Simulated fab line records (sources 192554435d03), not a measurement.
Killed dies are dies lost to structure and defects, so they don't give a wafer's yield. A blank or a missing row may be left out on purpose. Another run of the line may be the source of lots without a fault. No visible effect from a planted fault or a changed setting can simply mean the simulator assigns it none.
Which tool is to blame? || flow n5-finfet || 18 wafers from 6 lots sampled at 4 of the route's 1938 steps

## WHAT THE GAUGES SHOWED, per wafer
N5_BEOL_M4_THK_MEAS_01.
{"lot": "L356", "measured": "day 8 20:22", "on": "film-metro-02", "M4_ILD_THK (nm)": "78.8 77.3 77.4"}
{"lot": "L359", "measured": "day 9 12:26", "on": "film-metro-01", "M4_ILD_THK (nm)": "77.5 78.5 79.0"}
{"lot": "L361", "measured": "day 10 14:38", "on": "film-metro-02", "M4_ILD_THK (nm)": "79.4 80.3 79.4"}
{"lot": "L365", "measured": "day 12 01:51", "on": "film-metro-01", "M4_ILD_THK (nm)": "79.8 79.3 91.9"}
{"lot": "L371", "measured": "day 13 03:43", "on": "film-metro-01", "M4_ILD_THK (nm)": "77.9 78.0 79.8"}
{"lot": "L375", "measured": "day 14 14:58", "on": "film-metro-01", "M4_ILD_THK (nm)": "78.1 78.7 78.4"}

## WHICH TOOL RAN EACH LOT (tool, then ch and the chambers of the sampled wafers, then the start)
{"lot": "L356", "N5_BEOL_M3_ANNEAL_89": "pvd-sputter-01, day 8 14:00", "N5_BEOL_M3_ANNEAL_93": "pvd-sputter-01, day 8 14:26", "N5_BEOL_M4_ILD_DEP_00": "pecvd-02 ch 0,1,2, day 8 20:17"}
{"lot": "L359", "N5_BEOL_M3_ANNEAL_89": "pvd-sputter-03, day 9 09:21", "N5_BEOL_M3_ANNEAL_93": "pvd-sputter-03, day 9 09:47", "N5_BEOL_M4_ILD_DEP_00": "pecvd-03 ch 0,1, day 9 12:20"}
{"lot": "L361", "N5_BEOL_M3_ANNEAL_89": "pvd-sputter-03, day 10 11:32", "N5_BEOL_M3_ANNEAL_93": "pvd-sputter-03, day 10 11:58", "N5_BEOL_M4_ILD_DEP_00": "pecvd-03 ch 0, day 10 14:32"}
{"lot": "L365", "N5_BEOL_M3_ANNEAL_89": "pvd-sputter-02, day 11 23:51", "N5_BEOL_M3_ANNEAL_93": "pvd-sputter-02, day 12 00:17", "N5_BEOL_M4_ILD_DEP_00": "pecvd-03 ch 0,1,2, day 12 01:47"}
{"lot": "L371", "N5_BEOL_M3_ANNEAL_89": "pvd-sputter-01, day 13 01:45", "N5_BEOL_M3_ANNEAL_93": "pvd-sputter-01, day 13 02:11", "N5_BEOL_M4_ILD_DEP_00": "pecvd-02 ch 0,1,2, day 13 03:40"}
{"lot": "L375", "N5_BEOL_M3_ANNEAL_89": "pvd-sputter-03, day 14 12:59", "N5_BEOL_M3_ANNEAL_93": "pvd-sputter-03, day 14 13:25", "N5_BEOL_M4_ILD_DEP_00": "pecvd-04 ch 1,2, day 14 14:53"}
- N5_BEOL_M3_ANNEAL_89: time 240 s.
- N5_BEOL_M3_ANNEAL_93: time 240 s.
- N5_BEOL_M4_ILD_DEP_00: deposits SiOC from DEMS/O2, target thk 79 nm, time 15.3 s.

## THE ANSWER, worked out from the rows above alone
Rule: the usual values come from the lots themselves. The widest of any qualifying gaps counts: lots, ordered by their means at a reading, are off when they make up no more than a third of the lots, leave a main group of 4 or more, and stand apart from it by 3 or more times the standard deviation of that group's means. The tables above print the reading to a certain number of digits; a main group whose means all agree to those digits is not used. A lot without any number at a reading at which 4 lots or more have one is off too. All remaining lots with rows at the step are treated as sound.
Off: L365, seen at N5_BEOL_M4_THK_MEAS_01 (M4_ILD_THK). For the main group the mean is 78.6 nm and the standard deviation 0.62.
If a tool, at a process step before that reading, ran all the lots that are off and no sound lot after the first of them, it fits. The gauges at N5_BEOL_M4_THK_MEAS_01 are tried like those tools. Can't be told from this: 2 tools fit, pvd-sputter-02 at N5_BEOL_M3_ANNEAL_89 and N5_BEOL_M3_ANNEAL_93, pecvd-03 at N5_BEOL_M4_ILD_DEP_00.

## WHAT WAS PUT IN BY THE SIMULATOR
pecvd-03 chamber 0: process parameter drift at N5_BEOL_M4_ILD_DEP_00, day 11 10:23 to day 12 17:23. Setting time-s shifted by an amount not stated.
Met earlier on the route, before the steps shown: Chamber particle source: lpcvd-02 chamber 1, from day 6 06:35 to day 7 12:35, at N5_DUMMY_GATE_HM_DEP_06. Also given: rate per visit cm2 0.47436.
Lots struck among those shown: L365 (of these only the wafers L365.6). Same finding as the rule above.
